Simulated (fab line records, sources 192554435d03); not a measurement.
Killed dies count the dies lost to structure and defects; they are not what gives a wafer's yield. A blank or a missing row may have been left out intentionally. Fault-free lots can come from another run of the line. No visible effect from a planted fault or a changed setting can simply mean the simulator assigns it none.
fab line records    flow n5Finfet
record lots=24  wafers=72  lastDay=18
route steps=1938 shown BEOL_M1@827 BEOL_M2@865 BEOL_M3@932
lots with no fault: from the same line, run without faults
startH: start of the lot's first displayed wafer, in hours after the record's first day    waitH: hours since the lot's step before    " unchanged from the row above    L1.1+2: a row that stands for several wafers    - value missing, or start not given    * or withheld: withheld    < > ~ a bound
route shown NAME@n: NAME is a module with steps in the file, n the number in the route of the first one    usual: mean/standard deviation of fault-free wafers    same: alike in all rows    chamber/n: place in a boat    sites: each site's reading    _std_site: standard deviation across them    _edge_site: mean of outer sites minus mean of inner sites    radiusMm: for every site, how far away it sits from the centre of the wafer    mask NAME#n: copy n    behind: tool/chamber where the wafer was last shaped    hold: why the lot was held/for how many hours/how that ended    device: the transistor (n, p or np) that didn't switch    end of line: the same wafers' tests at the end of the route    where a step has no rows: the recipe by itself    killed: at the first sort, the dies lost to defects and structure; wafer yield is something else    map: per-die view of a wafer (x killed, . not killed, _ where there is no die)
set.NAME: the setting that was run; set.NAME@STEP: the one run at that earlier step    model.NAME: the simulator's own value behind a step, which no gauge read
a sample of lots followed through the steps of the route, with each step as a table and each wafer as a row
services: the hour from which a tool's chamber was out of use, counted from the record's first day as startH (under 0 if before that day), plus the number of hours and why
## steps
# step N5_BEOL_M1_ANNEAL_93
# recipe tempC=400  timeS=240  ambient=vacuum
# usual heaterPowerW=857/94  susceptorTempC=399.99/0.22
lot.wafer  tool           chamber  startH  waitH  heaterPowerW  susceptorTempC
L074.4     pvdSputter-03  -        128.87  0.0    782           399.98
L074.5     "              -        "       "      745           399.81
L074.6     "              -        "       "      874           399.68
L075.2     pvdSputter-01  -        136.19  0.0    853           400.04
L075.4     "              -        "       "      792           399.87
L075.6     "              -        "       "      835           400.08
L076.2     pvdSputter-01  -        145.15  0.0    901           399.86
L076.3     "              -        "       "      851           400.01
L076.5     "              -        "       "      934           399.71
L077.1     pvdSputter-01  -        148.35  0.0    844           399.82
L077.2     "              -        "       "      940           400.12
L077.5     "              -        "       "      935           400.03
L078.2     pvdSputter-02  -        154.55  0.0    933           399.48
L078.5     "              -        "       "      797           400.41
L078.6     "              -        "       "      1059          399.76
L079.3     pvdSputter-02  -        180.44  0.0    790           400.32
L079.4     "              -        "       "      707           400.08
L079.5     "              -        "       "      780           400.21
L081.2     pvdSputter-02  -        187.82  0.0    719           399.95
L081.4     "              -        "       "      1041          400.09
L081.5     "              -        "       "      777           400.03
L082.1     pvdSputter-01  -        188.38  0.0    964           400.01
L082.3     "              -        "       "      834           399.77
L082.5     "              -        "       "      809           399.84
L080.2     pvdSputter-02  -        190.74  0.0    795           400.02
L080.5     "              -        "       "      778           399.74
L080.6     "              -        "       "      1063          399.94
L085.1     pvdSputter-01  -        191.30  0.0    937           399.71
L085.2     "              -        "       "      851           399.88
L085.6     "              -        "       "      780           399.77
L083.1     pvdSputter-03  -        194.87  0.0    896           400.16
L083.3     "              -        "       "      891           399.76
L083.4     "              -        "       "      734           400.12
L084.2     pvdSputter-01  -        203.64  0.0    945           400.13
L084.4     "              -        "       "      794           399.86
L084.6     "              -        "       "      896           400.00
L086.3     pvdSputter-03  -        205.16  0.0    905           400.13
L086.4     "              -        "       "      797           400.19
L086.5     "              -        "       "      886           400.15
L087.3     pvdSputter-01  -        205.48  0.0    937           400.42
L087.4     "              -        "       "      896           400.42
L087.5     "              -        "       "      810           400.46
L088.2     pvdSputter-02  -        215.65  0.0    906           400.13
L088.4     "              -        "       "      786           400.12
L088.5     "              -        "       "      936           400.12
L089.2     pvdSputter-02  -        223.95  0.0    799           400.25
L089.3     "              -        "       "      714           399.91
L089.5     "              -        "       "      1076          400.06
L090.3     pvdSputter-01  -        235.94  0.0    911           399.92
L090.4     "              -        "       "      847           399.81
L090.5     "              -        "       "      799           399.89
L092.1     pvdSputter-03  -        239.58  0.0    871           400.08
L092.2     "              -        "       "      781           399.87
L092.3     "              -        "       "      903           400.20
L091.1     pvdSputter-02  -        243.21  0.0    914           400.11
L091.2     "              -        "       "      762           399.92
L091.3     "              -        "       "      683           400.09
L093.2     pvdSputter-01  -        244.77  0.0    794           399.73
L093.3     "              -        "       "      891           400.23
L093.4     "              -        "       "      917           399.89
L094.1     pvdSputter-01  -        261.12  0.0    910           399.88
L094.5     "              -        "       "      800           399.87
L094.6     "              -        "       "      885           400.04
L095.2     pvdSputter-03  -        268.70  0.0    779           399.75
L095.3     "              -        "       "      742           400.08
L095.4     "              -        "       "      879           400.47
L097.2     pvdSputter-02  -        273.00  0.0    695           400.13
L097.4     "              -        "       "      777           400.03
L097.5     "              -        "       "      695           400.06
L096.1     pvdSputter-01  -        277.13  0.0    956           400.02
L096.2     "              -        "       "      794           399.74
L096.4     "              -        "       "      862           400.15
# step N5_BEOL_M1_RS_MEAS_58
# recipe thkMeasGauge=four-point-probe  reads=Co_of_BEOL_M1_CO_CAP_55+Cu_of_BEOL_M1_ECD_50+Co_of_BEOL_M1_CVD_47+TaN_of_BEOL_M1_ALD_84
# usual M1_RS=0.66/0.034
lot.wafer  tool          chamber  startH  waitH  M1_RS[ohm/sq]
L074.4     filmMetro-01  -        130.36  0.0    0.62
L074.5     "             -        "       "      0.60
L074.6     "             -        "       "      0.63
L075.2     filmMetro-01  -        137.60  0.1    0.66
L075.4     "             -        "       "      0.60
L075.6     "             -        "       "      0.65
L076.2     filmMetro-02  -        146.60  0.1    0.61
L076.3     "             -        "       "      0.67
L076.5     "             -        "       "      0.61
L077.1     filmMetro-02  -        149.77  0.1    0.62
L077.2     "             -        "       "      0.63
L077.5     "             -        "       "      0.62
L078.2     filmMetro-01  -        155.96  0.1    0.69
L078.5     "             -        "       "      0.66
L078.6     "             -        "       "      0.66
L079.3     filmMetro-02  -        181.86  0.1    0.65
L079.4     "             -        "       "      0.61
L079.5     "             -        "       "      0.63
L081.2     filmMetro-02  -        189.50  0.1    0.68
L081.4     "             -        "       "      0.63
L081.5     "             -        "       "      0.66
L082.1     filmMetro-02  -        189.79  0.0    0.65
L082.3     "             -        "       "      0.64
L082.5     "             -        "       "      0.63
L080.2     filmMetro-01  -        192.42  0.1    0.65
L080.5     "             -        "       "      0.61
L080.6     "             -        "       "      0.60
L085.1     filmMetro-01  -        192.71  0.0    0.66
L085.2     "             -        "       "      0.68
L085.6     "             -        "       "      0.65
L083.1     filmMetro-02  -        196.33  0.1    0.70
L083.3     "             -        "       "      0.65
L083.4     "             -        "       "      0.63
L084.2     filmMetro-02  -        205.05  0.1    0.65
L084.4     "             -        "       "      0.66
L084.6     "             -        "       "      0.64
L086.3     filmMetro-01  -        206.60  0.1    0.64
L086.4     "             -        "       "      0.61
L086.5     "             -        "       "      0.63
L087.3     filmMetro-01  -        207.46  0.1    0.65
L087.4     "             -        "       "      0.68
L087.5     "             -        "       "      0.74
L088.2     filmMetro-02  -        217.07  0.1    0.65
L088.4     "             -        "       "      0.71
L088.5     "             -        "       "      0.66
L089.2     filmMetro-02  -        225.36  0.1    0.74
L089.3     "             -        "       "      0.69
L089.5     "             -        "       "      0.59
L090.3     filmMetro-02  -        237.35  0.1    0.73
L090.4     "             -        "       "      0.66
L090.5     "             -        "       "      0.68
L092.1     filmMetro-01  -        241.15  0.0    0.65
L092.2     "             -        "       "      0.63
L092.3     "             -        "       "      0.65
L091.1     filmMetro-01  -        244.88  0.0    0.63
L091.2     "             -        "       "      0.66
L091.3     "             -        "       "      0.65
L093.2     filmMetro-01  -        246.18  0.1    0.65
L093.3     "             -        "       "      0.68
L093.4     "             -        "       "      0.65
L094.1     filmMetro-01  -        262.53  0.0    0.63
L094.5     "             -        "       "      0.59
L094.6     "             -        "       "      0.65
L095.2     filmMetro-02  -        270.29  0.1    0.70
L095.3     "             -        "       "      0.72
L095.4     "             -        "       "      0.68
L097.2     filmMetro-02  -        274.45  0.1    0.64
L097.4     "             -        "       "      0.66
L097.5     "             -        "       "      0.63
L096.1     filmMetro-01  -        278.53  0.0    0.69
L096.2     "             -        "       "      0.70
L096.4     "             -        "       "      0.63
# step N5_BEOL_M2_STRIP_19
# recipe chemistry=O2  powerW=400  tempC=40  pressureMtorr=30  rfFrequencyHz=6e+07  biasPowerW=0  overashFraction=0.2  o2FlowSccm=225
# usual drypumpMotorCurrentA=5.5/0.45  oesProductAu=0.81/0.062  rfVppV=3.7/0.47  showerheadPlenumPTorr=2.10/0.064  throttleValvePct=16.62/0.22
lot.wafer  tool        chamber  startH  waitH  drypumpMotorCurrentA  oesProductAu  rfHoursCounterH  rfVppV  showerheadPlenumPTorr  throttleValvePct
L074.4     rieDiel-02  0        132.58  0.2    5.4                   0.73          141              3.7     2.08                   16.73
L074.5     "           2        "       "      5.1                   0.95          -                3.8     2.05                   16.74
L074.6     "           3        "       "      5.4                   0.79          -                4.1     2.21                   16.80
L075.2     rieDiel-02  3        139.85  0.1    5.4                   0.79          134              4.3     2.21                   16.82
L075.4     "           2        "       "      5.1                   0.93          15               3.5     2.05                   16.76
L075.6     "           3        "       "      5.4                   0.79          -                3.8     2.21                   16.80
L076.2     rieDiel-02  1        147.71  0.1    5.0                   0.87          30               4.2     2.04                   16.59
L076.3     "           2        "       "      5.1                   0.93          18               3.8     2.05                   16.75
L076.5     "           2        "       "      5.1                   0.92          -                3.4     2.05                   16.74
L077.1     rieDiel-02  1        150.88  0.1    5.1                   0.86          31               3.2     2.04                   16.59
L077.2     "           0        "       "      5.4                   0.73          147              3.1     2.08                   16.76
L077.5     "           0        "       "      5.4                   0.73          -                3.0     2.08                   16.75
L078.2     rieDiel-03  1        157.36  0.2    6.2                   0.91          37               4.2     2.14                   16.39
L078.5     "           3        "       "      6.0                   0.77          -                4.5     2.10                   16.40
L078.6     "           2        "       "      5.6                   0.89          -                3.9     2.14                   16.25
L079.3     rieDiel-06  2        182.99  0.1    5.4                   0.81          96               3.1     2.02                   16.57
L079.4     "           1        "       "      4.8                   0.74          164              3.5     2.03                   16.96
L079.5     "           1        "       "      4.9                   0.73          -                3.0     2.03                   16.95
L081.2     rieDiel-03  0        190.60  0.1    5.5                   0.83          76               3.7     2.22                   16.25
L081.4     "           3        "       "      6.0                   0.76          136              3.9     2.09                   16.40
L081.5     "           3        "       "      6.0                   0.76          -                4.6     2.09                   16.41
L082.1     rieDiel-02  0        192.78  0.1    5.4                   0.72          159              3.7     2.08                   16.77
L082.3     "           3        "       "      5.4                   0.77          150              2.7     2.20                   16.84
L082.5     "           2        "       "      5.1                   0.90          -                3.8     2.05                   16.76
L080.2     rieDiel-06  0        193.64  0.1    6.3                   0.86          41               3.8     2.04                   16.64
L080.5     "           2        "       "      5.4                   0.80          -                2.6     2.02                   16.59
L080.6     "           3        "       "      6.6                   0.78          -                4.4     2.12                   16.80
L085.1     rieDiel-02  2        198.80  0.1    5.1                   0.90          34               3.0     2.05                   16.77
L085.2     "           3        "       "      5.4                   0.76          152              3.5     2.20                   16.85
L085.6     "           0        "       "      5.4                   0.72          -                4.0     2.08                   16.78
L083.1     rieDiel-03  1        199.77  0.2    6.1                   0.88          48               4.3     2.14                   16.42
L083.3     "           0        "       "      5.5                   0.82          79               4.0     2.22                   16.23
L083.4     "           3        "       "      5.9                   0.76          138              3.9     2.09                   16.42
L084.2     rieDiel-03  2        207.21  0.3    5.6                   0.87          40               4.1     2.13                   16.28
L084.4     "           1        "       "      6.1                   0.87          51               4.5     2.14                   16.43
L084.6     "           2        "       "      5.6                   0.86          -                3.2     2.13                   16.29
L086.3     rieDiel-03  2        210.17  0.1    5.6                   0.86          41               3.7     2.13                   16.26
L086.4     "           3        "       "      5.9                   0.75          142              4.3     2.09                   16.41
L086.5     "           2        "       "      5.6                   0.86          -                3.7     2.13                   16.27
L087.3     rieDiel-02  1        210.50  0.1    5.0                   0.84          49               3.9     2.04                   16.62
L087.4     "           2        "       "      5.2                   0.88          38               3.5     2.04                   16.78
L087.5     "           0        "       "      5.4                   0.72          -                2.9     2.08                   16.79
L088.2     rieDiel-06  2        218.32  0.1    5.4                   0.79          108              3.2     2.02                   16.61
L088.4     "           1        "       "      4.8                   0.72          176              3.1     2.03                   16.96
L088.5     "           0        "       "      6.3                   0.85          -                3.6     2.03                   16.67
L089.2     rieDiel-03  3        227.22  0.1    6.0                   0.75          149              3.3     2.09                   16.43
L089.3     "           0        "       "      5.5                   0.82          88               3.8     2.21                   16.24
L089.5     "           3        "       "      6.0                   0.74          -                3.5     2.09                   16.43
L090.3     rieDiel-02  0        238.81  0.1    5.4                   0.71          175              3.7     2.07                   16.82
L090.4     "           1        "       "      5.0                   0.83          60               4.0     2.03                   16.64
L090.5     "           3        "       "      5.4                   0.76          -                3.7     2.19                   16.86
L092.1     rieDiel-02  2        242.28  0.1    5.1                   0.86          51               3.6     2.04                   16.81
L092.2     "           3        "       "      5.4                   0.76          168              3.6     2.19                   16.87
L092.3     "           1        "       "      5.0                   0.83          61               2.9     2.03                   16.65
L091.1     rieDiel-03  0        246.57  0.1    5.5                   0.82          94               2.5     2.21                   16.25
L091.2     "           3        "       "      6.0                   0.74          156              3.0     2.09                   16.43
L091.3     "           1        "       "      6.1                   0.85          63               4.0     2.13                   16.45
L093.2     rieDiel-06  2        249.83  0.1    5.4                   0.78          121              4.1     2.01                   16.64
L093.3     "           3        "       "      6.6                   0.77          114              2.7     2.12                   16.86
L093.4     "           0        "       "      6.2                   0.83          61               4.3     2.03                   16.68
L094.1     rieDiel-03  3        264.04  0.1    6.0                   0.73          162              3.6     2.08                   16.45
L094.5     "           0        "       "      5.4                   0.81          -                3.1     2.21                   16.27
L094.6     "           3        "       "      6.0                   0.73          -                3.2     2.08                   16.45
L095.2     rieDiel-02  0        271.63  0.1    5.4                   0.70          187              2.9     2.07                   16.85
L095.3     "           2        "       "      5.1                   0.85          61               3.2     2.04                   16.84
L095.4     "           1        "       "      5.0                   0.82          72               3.9     2.03                   16.66
L097.2     rieDiel-02  0        275.98  0.1    5.4                   0.70          189              3.9     2.07                   16.82
L097.4     "           1        "       "      5.0                   0.81          74               3.2     2.03                   16.66
L097.5     "           3        "       "      5.4                   0.75          -                4.7     2.19                   16.91
L096.1     rieDiel-06  0        279.78  0.1    6.2                   0.82          70               3.5     2.03                   16.69
L096.2     "           3        "       "      6.6                   0.75          123              3.3     2.11                   16.87
L096.4     "           1        "       "      4.9                   0.70          198              4.1     2.02                   17.02
# step N5_BEOL_M2_STRIP_36
# recipe chemistry=N2/H2  powerW=450  tempC=40  pressureMtorr=20  rfFrequencyHz=6e+07  overashFraction=0.3  biasPowerW=7  h2Frac=0.5  n2FlowSccm=200  h2FlowSccm=200
# usual drypumpMotorCurrentA=5.6/0.47  oesProductAu=0.81/0.056  rfVppV=59.4/1.6  showerheadPlenumPTorr=2.54/0.078  throttleValvePct=23.5/0.37
lot.wafer  tool        chamber  startH  waitH  drypumpMotorCurrentA  oesProductAu  rfHoursCounterH  rfVppV  showerheadPlenumPTorr  throttleValvePct
L074.4     rieDiel-02  3        140.82  0.0    5.4                   0.78          134              61.7    2.65                   23.5
L074.5     "           0        "       "      5.4                   0.74          -                57.3    2.54                   23.8
L074.6     "           3        "       "      5.4                   0.80          -                61.3    2.65                   23.5
L075.2     rieDiel-02  1        145.42  0.0    5.1                   0.88          29               59.5    2.49                   23.7
L075.4     "           2        "       "      5.1                   0.92          17               59.6    2.50                   24.2
L075.6     "           3        "       "      5.4                   0.79          -                58.3    2.65                   23.4
L076.2     rieDiel-06  3        148.81  0.0    6.6                   0.80          83               57.9    2.58                   24.0
L076.3     "           2        "       "      5.4                   0.84          86               57.1    2.45                   23.3
L076.5     "           2        "       "      5.4                   0.82          -                58.6    2.46                   23.3
L077.1     rieDiel-03  3        151.99  0.0    6.0                   0.78          126              56.5    2.54                   23.7
L077.2     "           1        "       "      6.1                   0.90          35               58.1    2.59                   23.3
L077.5     "           0        "       "      5.4                   0.84          -                60.5    2.68                   22.9
L078.2     rieDiel-02  2        175.96  0.0    5.1                   0.90          27               59.3    2.49                   24.2
L078.5     "           0        "       "      5.4                   0.71          -                60.0    2.54                   23.8
L078.6     "           1        "       "      5.0                   0.86          -                60.2    2.48                   23.7
L079.3     rieDiel-06  1        189.07  0.0    4.9                   0.74          166              60.5    2.41                   23.6
L079.4     "           3        "       "      6.6                   0.79          95               62.0    2.57                   24.1
L079.5     "           2        "       "      5.5                   0.80          -                59.0    2.45                   23.3
L080.2     rieDiel-02  2        198.62  0.0    5.1                   0.90          34               60.2    2.49                   24.2
L080.5     "           0        "       "      5.4                   0.72          -                58.9    2.53                   23.8
L080.6     "           3        "       "      5.4                   0.76          -                60.6    2.64                   23.5
L081.2     rieDiel-03  1        198.93  0.0    6.1                   0.87          48               60.5    2.59                   23.3
L081.4     "           0        "       "      5.5                   0.82          78               62.7    2.67                   22.9
L081.5     "           1        "       "      6.1                   0.88          -                59.9    2.59                   23.3
L082.1     rieDiel-06  1        198.97  0.0    4.8                   0.73          169              58.3    2.41                   23.6
L082.3     "           0        "       "      6.3                   0.85          42               60.1    2.47                   23.5
L082.5     "           1        "       "      4.8                   0.74          -                61.3    2.41                   23.6
L085.1     rieDiel-06  2        205.25  0.0    5.4                   0.79          103              60.5    2.45                   23.3
L085.2     "           0        "       "      6.2                   0.85          44               56.2    2.47                   23.6
L085.6     "           1        "       "      4.8                   0.73          -                58.5    2.41                   23.6
L083.1     rieDiel-06  3        205.61  0.0    6.6                   0.79          100              60.8    2.57                   24.1
L083.3     "           0        "       "      6.3                   0.87          45               58.0    2.47                   23.5
L083.4     "           1        "       "      4.8                   0.73          171              58.9    2.41                   23.6
L084.2     rieDiel-03  2        208.97  0.0    5.6                   0.86          41               59.9    2.57                   23.0
L084.4     "           0        "       "      5.5                   0.83          82               59.4    2.67                   23.0
L084.6     "           1        "       "      6.1                   0.87          -                61.2    2.58                   23.4
L087.3     rieDiel-02  1        212.72  0.0    5.0                   0.84          49               60.7    2.48                   23.7
L087.4     "           3        "       "      5.4                   0.77          157              60.9    2.64                   23.5
L087.5     "           3        "       "      5.4                   0.77          -                57.4    2.64                   23.4
L086.3     rieDiel-03  3        212.74  0.0    6.0                   0.75          143              56.5    2.53                   23.7
L086.4     "           1        "       "      6.1                   0.87          52               59.6    2.58                   23.3
L086.5     "           3        "       "      6.0                   0.75          -                60.0    2.53                   23.7
L088.2     rieDiel-03  3        228.98  0.0    6.0                   0.74          149              59.8    2.53                   23.7
L088.4     "           0        "       "      5.4                   0.82          89               60.1    2.67                   23.0
L088.5     "           0        "       "      5.5                   0.80          -                62.2    2.67                   22.9
L089.2     rieDiel-06  1        237.14  0.0    4.9                   0.71          183              58.9    2.41                   23.6
L089.3     "           2        "       "      5.4                   0.78          115              61.2    2.44                   23.3
L089.5     "           2        "       "      5.4                   0.79          -                60.8    2.44                   23.4
L090.3     rieDiel-03  0        245.12  0.0    5.5                   0.81          94               58.7    2.67                   22.9
L090.4     "           2        "       "      5.6                   0.84          53               61.1    2.57                   23.0
L090.5     "           1        "       "      6.1                   0.87          -                59.9    2.58                   23.4
L092.1     rieDiel-03  2        248.81  0.0    5.6                   0.85          54               61.4    2.57                   23.0
L092.2     "           1        "       "      6.1                   0.86          64               60.7    2.58                   23.4
L092.3     "           0        "       "      5.5                   0.82          95               59.3    2.67                   23.0
L093.2     rieDiel-03  0        252.61  0.0    5.5                   0.81          96               63.8    2.67                   22.9
L093.3     "           3        "       "      6.0                   0.74          158              58.9    2.53                   23.7
L093.4     "           2        "       "      5.6                   0.84          56               57.5    2.57                   23.0
L091.1     rieDiel-02  0        257.90  0.0    5.4                   0.70          182              58.7    2.52                   23.9
L091.2     "           1        "       "      5.1                   0.83          66               59.8    2.47                   23.8
L091.3     "           3        "       "      5.4                   0.76          173              57.0    2.63                   23.5
L094.1     rieDiel-03  3        270.60  0.0    6.0                   0.74          164              58.5    2.53                   23.7
L094.5     "           2        "       "      5.6                   0.82          -                58.7    2.56                   23.0
L094.6     "           1        "       "      6.1                   0.86          -                59.1    2.58                   23.4
L095.2     rieDiel-02  3        274.01  0.0    5.4                   0.75          178              60.0    2.63                   23.5
L095.3     "           1        "       "      5.0                   0.82          72               60.8    2.47                   23.7
L095.4     "           2        "       "      5.1                   0.85          61               57.9    2.48                   24.3
L097.2     rieDiel-06  0        277.88  0.0    6.2                   0.82          70               60.8    2.46                   23.6
L097.4     "           1        "       "      4.9                   0.70          197              56.9    2.40                   23.6
L097.5     "           1        "       "      4.9                   0.70          -                57.6    2.40                   23.6
L096.1     rieDiel-02  0        283.95  0.0    5.4                   0.69          191              56.4    2.52                   23.9
L096.2     "           3        "       "      5.4                   0.76          181              58.2    2.63                   23.5
L096.4     "           1        "       "      5.1                   0.82          77               60.1    2.47                   23.7
# step N5_BEOL_M2_INSPECT_59
# recipe inspectInstrument=darkfield  mode=postDep
# usual rawDefectCount=68/20
lot.wafer  tool              chamber  startH  waitH  rawDefectCount
L074.4     defectInspect-02  -        144.89  0.0    62
L074.5     "                 -        "       "      113
L074.6     "                 -        "       "      71
L075.2     defectInspect-01  -        149.85  0.0    92
L075.4     "                 -        "       "      70
L075.6     "                 -        "       "      62
L076.2     defectInspect-02  -        153.04  0.0    84
L076.3     "                 -        "       "      69
L076.5     "                 -        "       "      45
L077.1     defectInspect-02  -        156.45  0.0    118
L077.2     "                 -        "       "      98
L077.5     "                 -        "       "      49
L078.2     defectInspect-01  -        181.72  0.0    61
L078.5     "                 -        "       "      56
L078.6     "                 -        "       "      55
L079.3     defectInspect-02  -        193.60  0.0    53
L079.4     "                 -        "       "      74
L079.5     "                 -        "       "      59
L080.2     defectInspect-02  -        203.09  0.0    54
L080.5     "                 -        "       "      56
L080.6     "                 -        "       "      69
L081.2     defectInspect-02  -        203.29  0.0    51
L081.4     "                 -        "       "      70
L081.5     "                 -        "       "      60
L082.1     defectInspect-02  -        203.53  0.0    36
L082.3     "                 -        "       "      48
L082.5     "                 -        "       "      48
L085.1     defectInspect-02  -        209.76  0.0    62
L085.2     "                 -        "       "      56
L085.6     "                 -        "       "      53
L083.1     defectInspect-02  -        210.43  0.0    110
L083.3     "                 -        "       "      64
L083.4     "                 -        "       "      50
L084.2     defectInspect-01  -        213.78  0.0    118
L084.4     "                 -        "       "      63
L084.6     "                 -        "       "      63
L087.3     defectInspect-01  -        217.21  0.0    39
L087.4     "                 -        "       "      54
L087.5     "                 -        "       "      56
L086.3     defectInspect-02  -        219.04  0.0    59
L086.4     "                 -        "       "      90
L086.5     "                 -        "       "      71
L088.2     defectInspect-01  -        233.57  0.0    70
L088.4     "                 -        "       "      54
L088.5     "                 -        "       "      87
L089.2     defectInspect-02  -        242.34  0.0    78
L089.3     "                 -        "       "      45
L089.5     "                 -        "       "      40
L090.3     defectInspect-01  -        249.71  0.0    50
L090.4     "                 -        "       "      49
L090.5     "                 -        "       "      53
L092.1     defectInspect-02  -        253.84  0.0    80
L092.2     "                 -        "       "      64
L092.3     "                 -        "       "      43
L093.2     defectInspect-01  -        258.43  0.0    63
L093.3     "                 -        "       "      56
L093.4     "                 -        "       "      64
L091.1     defectInspect-01  -        261.98  0.0    78
L091.2     "                 -        "       "      74
L091.3     "                 -        "       "      69
L094.1     defectInspect-01  -        274.70  0.0    110
L094.5     "                 -        "       "      70
L094.6     "                 -        "       "      96
L095.2     defectInspect-01  -        278.13  0.0    41
L095.3     "                 -        "       "      49
L095.4     "                 -        "       "      55
L097.2     defectInspect-02  -        282.09  0.0    113
L097.4     "                 -        "       "      93
L097.5     "                 -        "       "      83
L096.1     defectInspect-01  -        288.36  0.0    55
L096.2     "                 -        "       "      38
L096.4     "                 -        "       "      74
# step N5_BEOL_M3_THK_MEAS_01
# recipe reads=SiOC_of_BEOL_M3_ILD_DEP_00
# usual M3_ILD_THK=78.8/1
lot.wafer  tool          chamber  startH  waitH  M3_ILD_THK[nm]
L074.4     filmMetro-01  -        144.99  0.0    79.1
L074.5     "             -        "       "      79.5
L074.6     "             -        "       "      77.9
L075.2     filmMetro-01  -        149.98  0.1    76.3
L075.4     "             -        "       "      80.3
L075.6     "             -        "       "      77.7
L076.2     filmMetro-01  -        153.14  0.1    77.9
L076.3     "             -        "       "      78.0
L076.5     "             -        "       "      78.6
L077.1     filmMetro-01  -        156.59  0.0    78.9
L077.2     "             -        "       "      77.3
L077.5     "             -        "       "      80.5
L078.2     filmMetro-01  -        181.82  0.1    78.1
L078.5     "             -        "       "      79.9
L078.6     "             -        "       "      80.7
L079.3     filmMetro-01  -        193.70  0.1    78.8
L079.4     "             -        "       "      78.9
L079.5     "             -        "       "      79.3
L080.2     filmMetro-02  -        203.20  0.1    77.9
L080.5     "             -        "       "      78.3
L080.6     "             -        "       "      78.3
L081.2     filmMetro-02  -        203.39  0.1    78.5
L081.4     "             -        "       "      80.5
L081.5     "             -        "       "      79.0
L082.1     filmMetro-01  -        203.67  0.1    77.5
L082.3     "             -        "       "      78.7
L082.5     "             -        "       "      78.7
L085.1     filmMetro-02  -        209.87  0.0    78.4
L085.2     "             -        "       "      78.9
L085.6     "             -        "       "      79.5
L083.1     filmMetro-02  -        210.54  0.0    76.9
L083.3     "             -        "       "      77.3
L083.4     "             -        "       "      78.9
L084.2     filmMetro-01  -        213.91  0.1    77.1
L084.4     "             -        "       "      78.1
L084.6     "             -        "       "      79.0
L087.3     filmMetro-02  -        217.31  0.1    79.0
L087.4     "             -        "       "      80.0
L087.5     "             -        "       "      80.8
L086.3     filmMetro-02  -        219.16  0.1    79.3
L086.4     "             -        "       "      79.0
L086.5     "             -        "       "      78.3
L088.2     filmMetro-02  -        233.67  0.1    78.3
L088.4     "             -        "       "      79.3
L088.5     "             -        "       "      79.0
L089.2     filmMetro-02  -        242.45  0.1    78.8
L089.3     "             -        "       "      78.9
L089.5     "             -        "       "      79.9
L090.3     filmMetro-02  -        249.82  0.1    80.2
L090.4     "             -        "       "      80.8
L090.5     "             -        "       "      80.5
L092.1     filmMetro-01  -        253.94  0.0    78.0
L092.2     "             -        "       "      79.2
L092.3     "             -        "       "      76.9
L093.2     filmMetro-02  -        258.53  0.1    77.5
L093.3     "             -        "       "      77.8
L093.4     "             -        "       "      78.5
L091.1     filmMetro-02  -        262.08  0.0    77.9
L091.2     "             -        "       "      78.5
L091.3     "             -        "       "      77.6
L094.1     filmMetro-01  -        274.81  0.0    79.4
L094.5     "             -        "       "      80.5
L094.6     "             -        "       "      79.5
L095.2     filmMetro-02  -        278.23  0.1    78.0
L095.3     "             -        "       "      77.3
L095.4     "             -        "       "      78.6
L097.2     filmMetro-02  -        282.19  0.1    78.3
L097.4     "             -        "       "      78.9
L097.5     "             -        "       "      79.6
L096.1     filmMetro-01  -        288.46  0.0    77.5
L096.2     "             -        "       "      77.2
L096.4     "             -        "       "      78.5
## services
tool           chamber  startH  hours  kind
rieDiel-06     0        131.05  5.5    repair
pvdSputter-03  -        137.72  2.9    repair
rieDiel-06     0        162.38  3.7    repair
rieDiel-02     1        162.82  3.1    repair
pvdSputter-03  -        164.10  7.1    repair
rieDiel-06     3        237.05  5.0    repair
## key
fault none
